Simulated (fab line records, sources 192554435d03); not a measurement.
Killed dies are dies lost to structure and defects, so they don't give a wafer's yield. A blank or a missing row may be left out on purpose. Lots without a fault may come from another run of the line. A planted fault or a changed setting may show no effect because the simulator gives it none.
Chamber matching | flow n5_finfet | N5_PASSIVATION_PECVD_01 on pecvd-03: 3 sister chambers
The step deposits SiNx from SiH4/NH3/N2, target thk 200 nm, time 43.2 s. 3 wafers are shown with their chamber, then 6 later ones without.

WAFERS WITH THEIR CHAMBER
wafer  | chamber | throttle_valve_pct (%)
L639.4 | 1       | 28.6
L642.3 | 0       | 30.2
L642.4 | 2       | 27.6

WAFERS WITHOUT THEIR CHAMBER
wafer  | throttle_valve_pct (%)
L645.2 | 27.6
L645.4 | 30.5
L645.5 | 27.7
L644.3 | 27.9
L644.4 | 30.5
L644.5 | 27.4

WHICH CHAMBER EACH WENT THROUGH
wafer  | from the rows above     | in truth
L645.2 | 2                       | 2
L645.4 | 0                       | 0
L645.5 | 2                       | 2
L644.3 | can't be placed: 2 or 1 | 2
L644.4 | 0                       | 0
L644.5 | 2                       | 2
Placed correctly: 5 of 6. Can't be placed from these rows: 1 (the true chamber is among the candidates in 1). Placed wrongly: 0.
How it was worked out, from the rows above alone: a wafer's distance from a chamber is the root of the sum, over the readings, of the square of ((its reading less the chamber's mean) divided by the reading's scatter). The wafer belongs to the nearest chamber; if the next one is less than 2 further off, it can't be placed. A chamber's mean is the mean of its shown wafers. The scatter: with one shown wafer a chamber, the root of the mean of the squares of how far each hidden wafer lies from its nearest shown one.
